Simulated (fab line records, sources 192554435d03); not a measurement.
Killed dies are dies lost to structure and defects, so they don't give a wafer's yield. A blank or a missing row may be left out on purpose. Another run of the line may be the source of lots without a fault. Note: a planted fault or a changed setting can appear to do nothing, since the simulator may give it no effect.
Matching of chambers    flow n5_finfet    rie_diel-04 running N5_SD_EPI_P_ETCH_16: 4 sister chambers
The step etches SiO2 in CHF3/O2, target depth 5 nm. 8 wafers are shown with their chamber, then 7 later ones without.

== EACH WAFER AND ITS CHAMBER ==
wafer   chamber  drypump_motor_current_A (A)  rf_vpp_V (V)
L080.1  3        5.0                          536
L080.6  0        5.2                          545
L087.5  2        4.9                          499
L089.3  0        5.3                          554
L089.4  1        6.2                          535
L089.6  3        5.0                          534
L090.1  1        6.1                          537
L090.4  2        4.9                          498

== WAFERS MISSING THEIR CHAMBER ==
wafer   drypump_motor_current_A (A)  rf_vpp_V (V)
L090.6  4.9                          498
L095.1  5.0                          534
L095.3  5.3                          553
L095.4  4.9                          499
L096.4  4.9                          498
L096.5  5.0                          536
L096.6  5.2                          552

== EACH ONE'S CHAMBER ==
wafer   from the rows above  in truth
L090.6  2                    2
L095.1  3                    3
L095.3  0                    0
L095.4  2                    2
L096.4  2                    2
L096.5  3                    3
L096.6  0                    0
Correctly placed: 7 of 7. From these rows, 0 cannot be placed. Wrongly placed: 0.
How it was worked out, from the rows above alone: a wafer's distance from a chamber is the root of the sum, over the readings, of the square of ((its reading less the chamber's mean) divided by the reading's scatter). The wafer belongs to the nearest chamber; if the next one is less than 2 further off, it can't be placed. Each chamber's mean is taken over the wafers shown for it. The scatter is the square root of a quotient: the sum, over the shown wafers, of each reading's squared deviation from its chamber's mean, divided by wafers minus chambers.
